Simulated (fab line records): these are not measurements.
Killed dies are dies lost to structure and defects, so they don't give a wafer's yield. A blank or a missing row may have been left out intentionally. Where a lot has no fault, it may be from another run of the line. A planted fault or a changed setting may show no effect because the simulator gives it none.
Chamber matching | flow n5_finfet | N5_MOL_CONTACT_COAG_ALD_123 on ald_sin-04: 4 sister chambers
The step deposits SiNx, target thk 5 nm, pulse time 1 s, purge time 2 s. 4 wafers are shown with their chamber, then 6 later ones without.

## WAFERS, EACH WITH ITS CHAMBER
wafer  | chamber | heater_power_w (W)
L638.5 | 0       | 755
L644.3 | 2       | 881
L648.3 | 3       | 866
L648.5 | 1       | 729

## WAFERS WITHOUT THEIR CHAMBER
wafer  | heater_power_w (W)
L648.6 | 760
L651.1 | 890
L651.2 | 882
L651.4 | 763
L652.1 | 878
L652.4 | 904

## CHAMBER TAKEN BY EACH
wafer  | from the rows above     | in truth
L648.6 | 0                       | 0
L651.1 | can't be placed: 2 or 3 | 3
L651.2 | can't be placed: 2 or 3 | 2
L651.4 | 0                       | 0
L652.1 | can't be placed: 2 or 3 | 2
L652.4 | can't be placed: 2 or 3 | 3
Correctly placed: 2 of 6. Not placeable from these rows: 4 (in 4, the candidates include the true chamber). 0 placed wrongly.
How it was worked out, from the rows above alone: a wafer's distance from a chamber is the root of the sum, over the readings, of the square of ((its reading less the chamber's mean) divided by the reading's scatter). The wafer belongs to the nearest chamber; if the next one is less than 2 further off, it can't be placed. The mean given for a chamber averages the wafers shown for that chamber. The scatter (one wafer shown for each chamber): square how far every hidden wafer sits from the nearest shown wafer, average those squares and take the square root.
